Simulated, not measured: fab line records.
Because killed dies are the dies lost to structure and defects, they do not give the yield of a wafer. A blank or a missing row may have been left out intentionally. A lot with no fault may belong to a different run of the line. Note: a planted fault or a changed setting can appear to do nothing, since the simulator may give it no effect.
fab line records | flow nandHarc | part 2 of 2: steps 21 to 30 of 30
record lots=5 wafers=15 lastDay=23
route steps=1159 shown A_M0@1023 A_M1@1026
lots that met no fault: taken from a fault-free run of the same line
startH: hours from the record's first day to the start of the lot's first wafer shown | waitH: hours elapsed since this lot's preceding step | " identical to the entry in the row above | L1.1+2: a row that stands for several wafers | - value missing, or start not given | * or withheld: withheld | < > ~ a bound
route shown NAME@n: names a module that has steps shown in the file, with the first one's number in the route | usual: mean/standard deviation taken from wafers without a fault | same: alike in all rows | chamber/n: place in a boat | sites: per-site readings | _std_site: the standard deviation of these | _edge_site: outer sites' mean less inner sites' | radiusMm: for every site, how far away it sits from the centre of the wafer | mask NAME#n: copy n | behind: tool/chamber where the wafer was last shaped | hold: what put the lot on hold/how long, in hours/how the hold closed | device: whichever transistor did not switch (one of n, p or np) | end of line: the same wafers' tests at the end of the route | for a step that has no rows: nothing shown but its recipe | killed: at the first sort, the dies lost to defects and structure; wafer yield is something else | map: a wafer's dies, marking killed ones x, the rest . and places with no die _
set.NAME: the run value of the setting; set.NAME@STEP: its run value at that earlier step | model.NAME: the simulator's own value behind a step, which no gauge read
lots at some steps of the route; a table a step, a row a wafer
services: when a tool's chamber went out of use (startH, in hours from the record's first day, below 0 if earlier), for how many hours, and the reason
## steps
# step NHARC_A_M1_STRIP_18
# recipe powerW=1000 n2FlowSccm=150 h2FlowSccm=150 arFlowSccm=0 biasW=0 chemistry=N2/H2
# usual drypumpMotorCurrentA=5.9/0.43 oesProductAu=1.001/0.013 rfFwdPowerW=997.2/2.8 rfVppV=90.8/0.94 showerheadPlenumPTorr=2.06/0.087 throttleValvePct=14.172/0.0093
# columns lot.wafer tool chamber startH waitH drypumpMotorCurrentA oesProductAu rfFwdPowerW rfHoursCounterH rfVppV showerheadPlenumPTorr throttleValvePct
L076.1 rieDiel-05 1 412.68 0.1 6.5 0.988 996.5 1 91.7 2.08 14.172
L076.4 " 0 " " 5.1 1.012 996.9 2 91.3 2.03 14.149
L076.5 " 2 " " 5.8 0.995 995.9 - 89.4 1.95 14.159
L078.2 rieDiel-08 3 416.15 0.1 6.4 1.001 997.3 8 92.1 2.14 14.180
L078.3 " 1 " " 6.1 0.994 997.8 8 89.7 1.96 14.173
L078.5 " 0 " " 5.7 1.002 999.5 - 92.1 2.17 14.174
L081.3 rieDiel-13 0 452.84 0.1 6.2 1.014 999.6 11 91.4 2.17 14.172
L081.6 " 2 " " 5.6 1.011 994.3 - 90.7 2.10 14.166
L081.5 " 3 " " 5.8 1.011 998.1 - 90.7 1.89 14.166
L089.2 rieDiel-13 1 480.15 0.1 5.4 1.003 997.5 1 92.0 2.12 14.160
L089.6 " 1 " " 5.4 1.002 996.2 - 90.7 2.12 14.166
L089.5 " 2 " " 5.6 1.010 996.4 - 90.8 2.10 14.174
L090.1 rieDiel-08 3 508.10 0.1 6.4 0.962 1002.1 2 93.2 2.14 14.169
L090.3 " 0 " " 5.7 0.988 991.4 2 90.1 2.16 14.195
L090.2 " 2 " " 5.5 1.022 994.9 2 91.5 2.13 14.165
# step NHARC_A_M1_ETCH_28
# recipe targetDepthA=300 overEtchFrac=0.3 timeS=72.99 ionEnergyEv=150 cf4FlowSccm=50 n2FlowSccm=100 arFlowSccm=150 rfW=300 biasW=100 chemistry=CF4/N2
# usual drypumpMotorCurrentA=5.9/0.41 oesProductAu=1.001/0.012 rfFwdPowerW=297.4/1.2 rfVppV=314.5/1.8 showerheadPlenumPTorr=2.65/0.1 throttleValvePct=19.794/0.0093
# columns lot.wafer tool chamber startH waitH drypumpMotorCurrentA oesProductAu rfFwdPowerW rfHoursCounterH rfVppV showerheadPlenumPTorr throttleValvePct
L076.4 rieDiel-05 3 - - 6.0 0.993 296.9 2 315.4 2.66 19.792
L076.1 " 0 " " 5.1 1.006 296.6 2 315.1 2.61 19.792
L076.5 " 2 " " 5.8 0.988 296.2 - 313.5 2.52 19.801
L078.2 rieDiel-08 1 - - 6.1 0.995 297.0 8 313.5 2.53 19.808
L078.3 " 3 " " 6.4 1.002 296.4 8 317.1 2.74 19.794
L078.5 " 1 " " 6.1 0.995 297.6 - 311.6 2.53 19.788
L081.3 rieDiel-08 1 453.03 - 6.2 1.000 296.7 10 313.7 2.53 19.776
L081.5 " 1 " " 6.2 0.989 296.2 - 312.1 2.53 19.789
L081.6 " 2 " " 5.5 1.017 298.3 - 314.7 2.73 19.799
L089.2 rieDiel-13 3 - - 5.8 1.029 298.7 1 310.4 2.45 19.813
L089.6 " 3 " " 5.8 1.025 297.3 - 311.6 2.45 19.798
L089.5 " 0 " " 6.3 1.012 298.6 - 316.6 2.78 19.779
L090.2 rieDiel-08 1 - - 6.2 1.007 298.6 2 313.3 2.53 19.786
L090.3 " 2 " " 5.5 1.018 297.9 2 316.6 2.73 19.795
L090.1 " 3 " " 6.4 0.965 296.1 2 317.3 2.74 19.791
# step NHARC_A_M1_STRIP_19
# recipe timeS=600 tempC=30 chemistry=postEtchResidueRemover
# columns lot.wafer tool chamber startH waitH
L076.4+1+5 wetBench-10 0,3,5 413.05 -
L078.5+3+2 wetBench-08 3,5,7 416.51 -
L081.3+6+5 wetBench-08 6,7,3 453.16 -
L089.6+2+5 wetBench-10 3,5,6 480.53 -
L090.3+2+1 wetBench-10 4,6,7 508.49 -
# step NHARC_A_M1_DEGAS_29
# recipe tempC=250 timeS=60
# usual heaterPowerW=349/41
# columns lot.wafer tool chamber startH waitH heaterPowerW
L076.1 pvdSputter-03 - 413.32 - 332
L076.4 " - " " 312
L076.5 " - " " 335
L078.3 pvdSputter-03 - 416.80 - 397
L078.2 " - " " 357
L078.5 " - " " 315
L081.3 pvdSputter-03 - 453.44 - 398
L081.5 " - " " 323
L081.6 " - " " 321
L089.2 pvdSputter-03 - 480.80 - 321
L089.6 " - " " 387
L089.5 " - " " 362
L090.3 pvdSputter-01 - 508.74 - 445
L090.1 " - " " 289
L090.2 " - " " 336
# step NHARC_A_M1_PRE_CLEAN_30
# recipe timeS=30 tempC=280 gas=H2/He
# usual heaterPowerW=428/50
# columns lot.wafer tool chamber startH waitH heaterPowerW
L076.4 pvdSputter-03 - - - 401
L076.1 " - " " 487
L076.5 " - " " 430
L078.2 pvdSputter-03 - - - 439
L078.3 " - " " 393
L078.5 " - " " 432
L081.3 pvdSputter-03 - - - 474
L081.5 " - " " 419
L081.6 " - " " 477
L089.2 pvdSputter-03 - - - 400
L089.6 " - " " 389
L089.5 " - " " 411
L090.1 pvdSputter-01 - - - 414
L090.2 " - " " 447
L090.3 " - " " 543
# step NHARC_A_M1_PVD_20
# recipe targetThkA=50 biasV=168.6 powerW=15000 chamberPressurePa=0.12 timeS=8.06 substrateTempC=50 material=TaN
# usual throttleValvePct=30.0/0.54
# columns lot.wafer tool chamber startH waitH throttleValvePct
L076.4 pvdSputter-03 - - - 29.7
L076.1 " - " " 29.8
L076.5 " - " " 29.8
L078.3 pvdSputter-03 - - - 29.8
L078.2 " - " " 31.1
L078.5 " - " " 30.3
L081.3 pvdSputter-03 - - - 29.6
L081.5 " - " " 30.1
L081.6 " - " " 30.1
L089.2 pvdSputter-03 - - - 31.2
L089.6 " - " " 29.7
L089.5 " - " " 29.5
L090.2 pvdSputter-01 - - - 29.7
L090.1 " - " " 30.0
L090.3 " - " " 29.7
# step NHARC_A_M1_PVD_21
# recipe targetThkA=300 chamberPressurePa=5 powerW=5000 substrateTempC=30 timeS=20.49 material=Cu
# usual throttleValvePct=30.0/0.52
# columns lot.wafer tool chamber startH waitH throttleValvePct
L076.1 pvdSputter-03 - - - 29.8
L076.4 " - " " 30.2
L076.5 " - " " 29.8
L078.2 pvdSputter-03 - - - 29.6
L078.3 " - " " 30.2
L078.5 " - " " 30.0
L081.3 pvdSputter-03 - - - 30.0
L081.5 " - " " 29.9
L081.6 " - " " 30.9
L089.2 pvdSputter-03 - - - 29.7
L089.5 " - " " 31.3
L089.6 " - " " 30.4
L090.2 pvdSputter-01 - - - 29.8
L090.3 " - " " 30.1
L090.1 " - " " 30.6
# step NHARC_A_M1_ECD_22
# recipe targetThkA=4000 bathTempC=25 material=Cu
# columns lot.wafer tool chamber startH waitH
L076.1+4+5 ecdCu-02 0,0,1 413.69 -
L078.2+3+5 ecdCu-01 1,0,0 417.28 -
L081.3+5+6 ecdCu-02 0,1,0 454.18 -
L089.2+5+6 ecdCu-01 1,1,0 481.16 -
L090.1+2+3 ecdCu-01 0,1,1 509.10 -
# step NHARC_A_M1_ANNEAL_31
# recipe tempC=225 timeS=90
# usual wafer_temp_C_max=225.99/0.26
# columns lot.wafer tool chamber startH waitH wafer_temp_C_max
L076.1 rtpAnneal-01 0 414.06 - 226.50
L076.4 " 0 " " 225.91
L076.5 " 0 " " 226.28
L078.2 rtpAnneal-01 0 417.70 0.4 225.69
L078.3 " 0 " " 225.95
L078.5 " 0 " " 226.17
L081.3 rtpAnneal-02 0 454.51 - 225.90
L081.5 " 0 " " 225.94
L081.6 " 0 " " 225.63
L089.2 rtpAnneal-01 0 481.59 - 226.00
L089.5 " 0 " " 226.18
L089.6 " 0 " " 225.71
L090.1 rtpAnneal-01 0 509.50 - 225.85
L090.2 " 0 " " 225.47
L090.3 " 0 " " 225.90
# step NHARC_A_M1_CMP_23
# recipe tOverpolishS=20 targetThkNm=154.34
# usual motorCurrentA=11.7/1.1 slurryFilterDpKPa=13.49/0.14 timeToEndpointS=29.5/2.8
# columns lot.wafer tool chamber startH waitH motorCurrentA slurryFilterDpKPa timeToEndpointS
L076.4 cmp-02 1 414.43 - 11.9 13.52 30.2
L076.1 " 2 " " 11.2 13.28 34.0
L076.5 " 1 " " 12.5 13.36 27.7
L078.2 cmp-03 0 418.02 - 11.7 13.64 32.0
L078.3 " 1 " " 11.9 13.57 28.5
L078.5 " 0 " " 11.3 13.35 30.4
L081.3 cmp-04 3 454.79 - 9.1 13.49 29.0
L081.5 " 2 " " 10.7 13.34 30.8
L081.6 " 3 " " 9.5 13.57 28.4
L089.2 cmp-02 2 481.97 - 11.4 13.57 29.7
L089.5 " 3 " " 11.7 13.58 31.7
L089.6 " 0 " " 11.7 13.51 28.0
L090.1 cmp-04 2 509.85 - 11.0 13.52 29.8
L090.2 " 3 " " 9.9 13.35 26.4
L090.3 " 1 " " 12.8 13.49 27.6
## services
# columns tool chamber startH hours kind
pecvd-04 2 388.07 2.6 repair
rieDiel-05 1 388.40 12.5 repair
rieDiel-13 3 397.56 3.7 repair
cmp-04 - 399.73 4.0 pm
arfiScanner-03 - 400.01 0.5 repair
wetBench-08 - 406.40 8.0 pm
pecvd-01 - 418.05 13.0 pm
pvdSputter-01 - 422.67 2.7 repair
wetBench-10 - 423.20 8.0 pm
pvdSputter-03 - 432.20 14.7 repair
pecvd-04 1 441.35 3.8 repair
lithoTrack-01 - 443.00 7.0 pm
ecdCu-01 - 448.24 8.0 pm
pecvd-03 0 451.16 4.9 repair
rieDiel-13 - 453.00 9.0 pm
rieDiel-08 3 458.61 12.0 repair
rieDiel-13 3 464.86 3.8 repair
lithoTrack-06 - 467.00 7.0 pm
pecvd-01 - 472.26 0.8 repair
pecvd-03 - 473.03 13.0 pm
rieDiel-08 - 478.88 9.0 pm
lithoTrack-04 - 491.00 7.0 pm
rieDiel-05 0 494.87 28.8 repair
pvdSputter-03 - 500.41 9.1 repair
